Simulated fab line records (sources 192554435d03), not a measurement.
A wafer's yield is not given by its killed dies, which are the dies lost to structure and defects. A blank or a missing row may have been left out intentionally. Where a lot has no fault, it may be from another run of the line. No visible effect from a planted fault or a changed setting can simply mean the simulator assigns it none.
Which tool was responsible? -- flow n5-finfet -- 24 lots with 72 wafers sampled at 6 steps, on a route of 1938 steps

WHAT THE GAUGES READ, wafer by wafer
N5_BEOL_M5_CD_MEAS_28: target cd 30.6 nm, target cd y 20 nm. Usual: 30.59 nm for cd-nm, sd 0.25.
lot,measured,on,cd-nm (nm),flag
L075,day 8 22:37,cd-sem-02,30.61 30.42 30.44,
L074,day 8 22:32,cd-sem-03,30.55 30.86 31.22,
L078,day 9 07:55,cd-sem-01,30.72 30.92 30.86,
L076,day 9 17:46,cd-sem-03,30.31 30.54 30.22,
L077,day 10 04:30,cd-sem-03,30.22 30.34 30.46,
L079,day 10 10:02,cd-sem-03,31.13 30.20 30.68,
L080,day 10 04:27,cd-sem-01,31.04 30.44 30.49,
L082,day 11 03:10,cd-sem-03,30.82 31.13 30.81,
L081,day 11 02:59,cd-sem-02,30.30 30.66 30.35,
L083,day 11 14:29,cd-sem-02,30.69 30.58 30.37,
L084,day 11 20:18,cd-sem-03,30.29 30.32 30.28,
L085,day 12 13:54,cd-sem-02,30.69 30.54 30.52,
L086,day 12 16:38,cd-sem-02,30.42 30.66 30.50,
L088,day 12 23:35,cd-sem-01,30.84 30.43 30.59,
L087,day 13 09:08,cd-sem-01,30.64 30.75 30.55,
L089,day 13 13:00,cd-sem-02,31.02 30.79 30.93,
L093,day 13 15:12,cd-sem-02,30.92 30.81 30.67,
L090,day 13 18:20,cd-sem-01,30.30 30.72 30.52,
L091,day 13 18:40,cd-sem-02,30.35 30.41 30.38,
L092,day 14 04:57,cd-sem-01,30.60 30.80 30.53,
L095,day 14 05:10,cd-sem-02,30.94 30.80 30.45,
L094,day 14 10:38,cd-sem-01,30.20 30.41 30.76,
L096,day 15 04:23,cd-sem-01,30.15 30.46 30.75,
L097,day 15 20:19,cd-sem-01,30.38 30.66 30.16,

N5_BEOL_M6_INSPECT_30: inspects for defects (brightfield). Usual: 435 for raw-defect-count, sd 99.
lot,measured,on,raw-defect-count,flag
L075,day 9 11:01,defect-inspect-01,401 340 383,
L074,day 9 17:48,defect-inspect-02,564 396 469,
L078,day 10 16:47,defect-inspect-01,454 472 433,
L076,day 10 04:29,defect-inspect-02,278 387 367,
L077,day 10 16:20,defect-inspect-01,461 352 342,
L079,day 10 22:59,defect-inspect-02,479 579 523,
L080,day 10 16:01,defect-inspect-01,428 474 464,
L082,day 11 16:02,defect-inspect-01,407 542 554,
L081,day 11 15:50,defect-inspect-01,256 338 337,
L083,day 12 06:14,defect-inspect-01,521 351 590,
L084,day 12 09:59,defect-inspect-02,397 255 295,
L085,day 13 06:08,defect-inspect-01,526 319 268,
L086,day 13 05:58,defect-inspect-02,376 287 365,
L088,day 13 12:55,defect-inspect-01,416 362 458,
L087,day 14 01:44,defect-inspect-02,450 451 424,
L089,day 14 05:07,defect-inspect-02,456 433 355,
L093,day 14 05:13,defect-inspect-02,480 440 501,
L090,day 14 10:32,defect-inspect-01,424 599 606,
L091,day 14 10:35,defect-inspect-02,393 703 499,
L092,day 14 17:07,defect-inspect-01,349 403 318,
L095,day 14 16:56,defect-inspect-01,383 705 564,
L094,day 14 21:30,defect-inspect-02,466 390 386,
L096,day 15 20:04,defect-inspect-02,578 499 461,
L097,day 16 11:28,defect-inspect-02,384 343 608,

EACH LOT AND THE TOOL THAT RAN IT (in order: tool; ch and the chambers of the sampled wafers; start)
lot,N5_BEOL_M4_VIA_ETCH_34,N5_BEOL_M5_TRENCH_ETCH_37,N5_BEOL_M5_STRIP_91,N5_BEOL_M5_SPUTTER_90
L075,"rie-diel-01 ch 1,2,3, day 8 12:43","rie-diel-05 ch 2,3, day 9 04:49 or earlier","rie-diel-05 ch 2,3, day 9 04:49 or earlier","pvd-sputter-01, day 9 04:49"
L074,"rie-diel-04 ch 1,3, day 8 12:55","rie-diel-06 ch 2,3, day 9 06:56 or earlier","rie-diel-06 ch 2,3, day 9 06:56 or earlier","pvd-sputter-03, day 9 06:56"
L078,"rie-diel-01 ch 0,1, day 8 19:43","rie-diel-06 ch 0,1,2, day 10 12:56 or earlier","rie-diel-06 ch 0,1,2, day 10 12:56 or earlier","pvd-sputter-02, day 10 12:56"
L076,"rie-diel-04 ch 2,3, day 9 06:35","rie-diel-02 ch 1,2, day 10 00:20 or earlier","rie-diel-02 ch 1,2, day 10 00:20 or earlier","pvd-sputter-01, day 10 00:20"
L077,"rie-diel-01 ch 1,2,3, day 9 11:41","rie-diel-02 ch 1,2, day 10 10:32 or earlier","rie-diel-02 ch 1,2, day 10 10:32 or earlier","pvd-sputter-03, day 10 10:32"
L079,"rie-diel-03 ch 1,2, day 9 12:33","rie-diel-05 ch 0,1,2, day 10 17:42 or earlier","rie-diel-05 ch 0,1,2, day 10 17:42 or earlier","pvd-sputter-03, day 10 17:42"
L080,"rie-diel-04 ch 1,2,3, day 9 12:51","rie-diel-06 ch 2,3, day 10 10:28 or earlier","rie-diel-06 ch 2,3, day 10 10:28 or earlier","pvd-sputter-01, day 10 10:28"
L082,"rie-diel-01 ch 1,3, day 10 16:46","rie-diel-02 ch 0,3, day 11 10:40 or earlier","rie-diel-02 ch 0,3, day 11 10:40 or earlier","pvd-sputter-03, day 11 10:40"
L081,"rie-diel-01 ch 0,2,3, day 10 17:14","rie-diel-05 ch 0,1,2, day 11 10:40 or earlier","rie-diel-05 ch 0,1,2, day 11 10:40 or earlier","pvd-sputter-02, day 11 10:40"
L083,"rie-diel-01 ch 1,2, day 11 05:47","rie-diel-05 ch 1,2,3, day 11 21:17 or earlier","rie-diel-05 ch 1,2,3, day 11 21:17 or earlier","pvd-sputter-03, day 11 21:17"
L084,"rie-diel-01 ch 0,1, day 11 10:14","rie-diel-06 ch 1,2, day 12 02:45 or earlier","rie-diel-06 ch 1,2, day 12 02:45 or earlier","pvd-sputter-02, day 12 02:45"
L085,"rie-diel-04 ch 0,2,3, day 12 06:27","rie-diel-05 ch 0,1,3, day 12 21:08 or earlier","rie-diel-05 ch 0,1,3, day 12 21:08 or earlier","pvd-sputter-01, day 12 21:08"
L086,"rie-diel-03 ch 1,2,3, day 12 06:49","rie-diel-02 ch 0,1,3, day 12 22:52 or earlier","rie-diel-02 ch 0,1,3, day 12 22:52 or earlier","pvd-sputter-02, day 12 22:52"
L088,"rie-diel-01 ch 1,2, day 12 14:10","rie-diel-06 ch 0,2,3, day 13 06:17 or earlier","rie-diel-06 ch 0,2,3, day 13 06:17 or earlier","pvd-sputter-02, day 13 06:17"
L087,"rie-diel-04 ch 0,1, day 12 20:50","rie-diel-06 ch 2,3, day 13 15:29 or earlier","rie-diel-06 ch 2,3, day 13 15:29 or earlier","pvd-sputter-02, day 13 15:29"
L089,"rie-diel-03 ch 0,1,3, day 13 00:15","rie-diel-02 ch 0,1,2, day 13 20:09 or earlier","rie-diel-02 ch 0,1,2, day 13 20:09 or earlier","pvd-sputter-01, day 13 20:09"
L093,"rie-diel-01 ch 0,1,3, day 13 05:44","rie-diel-06 ch 0,2, day 13 23:44 or earlier","rie-diel-06 ch 0,2, day 13 23:44 or earlier","pvd-sputter-03, day 13 23:44"
L090,"rie-diel-03 ch 1,2, day 13 05:46","rie-diel-05 ch 1,2, day 14 00:44 or earlier","rie-diel-05 ch 1,2, day 14 00:44 or earlier","pvd-sputter-01, day 14 00:44"
L091,"rie-diel-04 ch 0,1,3, day 13 05:49","rie-diel-06 ch 0,1,2, day 14 05:14 or earlier","rie-diel-06 ch 0,1,2, day 14 05:14 or earlier","pvd-sputter-02, day 14 05:14"
L092,"rie-diel-03 ch 0,1,2, day 13 14:49","rie-diel-05 ch 1,2, day 14 11:12 or earlier","rie-diel-05 ch 1,2, day 14 11:12 or earlier","pvd-sputter-01, day 14 11:12"
L095,"rie-diel-04 ch 0,3, day 13 15:05","rie-diel-02 ch 0,2,3, day 14 12:14 or earlier","rie-diel-02 ch 0,2,3, day 14 12:14 or earlier","pvd-sputter-02, day 14 12:14"
L094,"rie-diel-03 ch 1,2,3, day 14 02:08","rie-diel-05 ch 0,1,2, day 14 16:52 or earlier","rie-diel-05 ch 0,1,2, day 14 16:52 or earlier","pvd-sputter-03, day 14 16:52"
L096,"rie-diel-01 ch 0,3, day 14 16:53","rie-diel-05 ch 2,3, day 15 11:09 or earlier","rie-diel-05 ch 2,3, day 15 11:09 or earlier","pvd-sputter-02, day 15 11:09"
L097,"rie-diel-01 ch 0,1,3, day 15 05:33","rie-diel-05 ch 2,3, day 16 04:35 or earlier","rie-diel-05 ch 2,3, day 16 04:35 or earlier","pvd-sputter-01, day 16 04:35"
- N5_BEOL_M4_VIA_ETCH_34: etches the open film in C4F6/O2, target depth 69.4 nm, time 65.9 s.
- N5_BEOL_M5_TRENCH_ETCH_37: etches SiCOH lowk in C4F6/O2, target depth 71.652 nm, time 24.7 s.
- N5_BEOL_M5_STRIP_91: strips in N2/H2, time 10 s.
- N5_BEOL_M5_SPUTTER_90: material Cu, target thk 4.5 nm, time 8.29 s.

WHAT THE TOOLS THEMSELVES READ (means of the sampled wafers that have a number; where no wafer has one, the mark that the record gives instead)
N5_BEOL_M4_VIA_ETCH_34. Usual: drypump-motor-current-A 5.5 A, standard deviation 0.41; oes-product-au 0.84 a.u., standard deviation 0.073; rf-vpp-V 662 V, standard deviation 10; showerhead-plenum-p-Torr 2.86 Torr, standard deviation 0.1; throttle-valve-pct 30.74 %, standard deviation 0.22.
lot,tool,drypump-motor-current-A (A),oes-product-au (a.u.),rf-vpp-V (V),showerhead-plenum-p-Torr (Torr),throttle-valve-pct (%),flag
L075,rie-diel-01,5.4,0.85,656,2.83,30.58,
L074,rie-diel-04,6.1,0.92,658,2.93,30.91,
L078,rie-diel-01,5.3,0.93,667,2.87,30.67,
L076,rie-diel-04,5.6,0.84,660,2.92,30.65,
L077,rie-diel-01,5.4,0.84,655,2.83,30.58,
L079,rie-diel-03,5.4,0.84,661,2.93,30.68,
L080,rie-diel-04,6.0,0.85,664,2.89,30.87,
L082,rie-diel-01,5.1,0.88,661,2.89,30.54,
L081,rie-diel-01,5.4,0.91,662,2.90,30.75,
L083,rie-diel-01,5.7,0.94,656,2.98,30.82,
L084,rie-diel-01,5.4,0.87,670,2.83,30.79,
L085,rie-diel-04,5.5,0.85,660,2.89,30.77,
L086,rie-diel-03,5.5,0.78,655,2.90,30.64,
L088,rie-diel-01,5.4,0.89,660,2.93,30.72,
L087,rie-diel-04,6.0,0.85,669,2.78,31.14,
L089,rie-diel-03,5.4,0.78,668,2.90,30.59,
L093,rie-diel-01,5.2,0.85,664,2.85,30.66,
L090,rie-diel-03,5.5,0.76,656,2.82,30.80,
L091,rie-diel-04,5.8,0.87,661,2.85,31.00,
L092,rie-diel-03,5.4,0.77,667,2.82,30.74,
L095,rie-diel-04,5.6,0.86,656,2.92,30.84,
L094,rie-diel-03,5.4,0.77,656,2.89,30.65,
L096,rie-diel-01,5.1,0.83,663,2.84,30.62,
L097,rie-diel-01,5.2,0.82,664,2.84,30.68,

N5_BEOL_M5_TRENCH_ETCH_37. Usual: drypump-motor-current-A 5.6 A, standard deviation 0.39; oes-product-au 0.78 a.u., standard deviation 0.081; rf-vpp-V 666 V, standard deviation 12; showerhead-plenum-p-Torr 2.85 Torr, standard deviation 0.074; throttle-valve-pct 20.91 %, standard deviation 0.24.
lot,tool,drypump-motor-current-A (A),oes-product-au (a.u.),rf-vpp-V (V),showerhead-plenum-p-Torr (Torr),throttle-valve-pct (%),flag
L075,rie-diel-05,5.5,0.73,674,2.85,21.06,
L074,rie-diel-06,5.6,0.74,664,2.96,21.04,
L078,rie-diel-06,5.8,0.74,675,2.85,21.07,
L076,rie-diel-02,5.8,0.81,653,2.78,20.85,
L077,rie-diel-02,5.8,0.80,653,2.78,20.85,
L079,rie-diel-05,5.7,0.79,667,2.86,20.68,
L080,rie-diel-06,5.6,0.73,663,2.96,21.06,
L082,rie-diel-02,5.4,0.84,665,2.83,20.87,
L081,rie-diel-05,5.7,0.79,667,2.86,20.69,
L083,rie-diel-05,5.6,0.84,673,2.87,20.80,
L084,rie-diel-06,5.9,0.70,668,2.91,21.02,
L085,rie-diel-05,5.3,0.81,660,2.83,20.85,
L086,rie-diel-02,5.4,0.80,660,2.82,20.97,
L088,rie-diel-06,5.4,0.73,670,2.88,21.16,
L087,rie-diel-06,5.7,0.70,663,2.93,21.06,
L089,rie-diel-02,5.6,0.74,662,2.84,21.06,
L093,rie-diel-06,5.3,0.75,678,2.83,21.24,
L090,rie-diel-05,5.9,0.77,679,2.88,20.67,
L091,rie-diel-06,5.8,0.82,674,2.83,20.99,
L092,rie-diel-05,5.8,0.73,673,2.89,20.74,
L095,rie-diel-02,5.6,0.76,664,2.84,20.97,
L094,rie-diel-05,5.7,0.77,666,2.85,20.72,
L096,rie-diel-05,5.4,0.87,674,2.83,20.91,
L097,rie-diel-05,5.8,0.82,680,2.84,20.77,

N5_BEOL_M5_STRIP_91. Usual: drypump-motor-current-A 5.6 A, standard deviation 0.39; oes-product-au 0.77 a.u., standard deviation 0.081; rf-vpp-V 59.1 V, standard deviation 0.88; showerhead-plenum-p-Torr 2.54 Torr, standard deviation 0.071; throttle-valve-pct 23.6 %, standard deviation 0.33.
lot,tool,drypump-motor-current-A (A),oes-product-au (a.u.),rf-vpp-V (V),showerhead-plenum-p-Torr (Torr),throttle-valve-pct (%),flag
L075,rie-diel-05,5.5,0.73,58.8,2.52,23.7,
L074,rie-diel-06,5.7,0.74,59.1,2.63,23.9,
L078,rie-diel-06,5.8,0.73,59.5,2.53,24.0,
L076,rie-diel-02,5.8,0.81,58.5,2.51,23.5,
L077,rie-diel-02,5.8,0.80,59.0,2.50,23.5,
L079,rie-diel-05,5.7,0.79,58.8,2.55,23.3,
L080,rie-diel-06,5.6,0.72,59.1,2.63,23.9,
L082,rie-diel-02,5.4,0.83,59.1,2.53,23.7,
L081,rie-diel-05,5.7,0.77,58.4,2.55,23.3,
L083,rie-diel-05,5.6,0.82,58.8,2.56,23.6,
L084,rie-diel-06,5.9,0.70,59.2,2.59,24.0,
L085,rie-diel-05,5.3,0.81,58.1,2.51,23.4,
L086,rie-diel-02,5.4,0.80,58.5,2.52,23.8,
L088,rie-diel-06,5.5,0.73,59.8,2.56,23.9,
L087,rie-diel-06,5.6,0.70,58.9,2.61,23.8,
L089,rie-diel-02,5.6,0.73,58.4,2.53,23.7,
L093,rie-diel-06,5.3,0.75,59.0,2.50,24.0,
L090,rie-diel-05,6.0,0.76,59.0,2.60,23.5,
L091,rie-diel-06,5.8,0.82,58.8,2.53,23.9,
L092,rie-diel-05,5.8,0.72,59.7,2.60,23.5,
L095,rie-diel-02,5.6,0.75,59.5,2.54,23.7,
L094,rie-diel-05,5.7,0.76,58.8,2.54,23.3,
L096,rie-diel-05,5.5,0.85,59.1,2.51,23.7,
L097,rie-diel-05,5.8,0.82,59.6,2.54,23.6,

N5_BEOL_M5_SPUTTER_90. Usual: 30.4 % for throttle-valve-pct, sd 1.3.
lot,tool,throttle-valve-pct (%),flag
L075,pvd-sputter-01,30.9,
L074,pvd-sputter-03,30.2,
L078,pvd-sputter-02,29.7,
L076,pvd-sputter-01,30.9,
L077,pvd-sputter-03,29.7,
L079,pvd-sputter-03,30.1,
L080,pvd-sputter-01,32.0,
L082,pvd-sputter-03,30.1,
L081,pvd-sputter-02,29.1,
L083,pvd-sputter-03,30.3,
L084,pvd-sputter-02,30.0,
L085,pvd-sputter-01,31.5,
L086,pvd-sputter-02,30.0,
L088,pvd-sputter-02,30.4,
L087,pvd-sputter-02,30.3,
L089,pvd-sputter-01,30.6,
L093,pvd-sputter-03,30.1,
L090,pvd-sputter-01,30.7,
L091,pvd-sputter-02,30.1,
L092,pvd-sputter-01,30.5,
L095,pvd-sputter-02,30.9,
L094,pvd-sputter-03,30.2,
L096,pvd-sputter-02,29.9,
L097,pvd-sputter-01,30.9,

THE ANSWER, worked out from the rows above alone
Rule: a lot counts as off when the mean over its wafers that have a number is more than 3 standard deviations away from the usual mean. A lot without any number at a reading at which 4 lots or more have one is off too. All remaining lots with rows at the step are treated as sound. The gauges are gone through in route order, then the tools' own readings, and for those a lot's mean is taken as printed above. The first step at which some lot is off is used, and at that step the reading that is off furthest; a lot without a number counts as furthest.
No lot is off at any reading shown: from this, nothing can be told.

WHAT THE SIMULATOR HAD INSERTED
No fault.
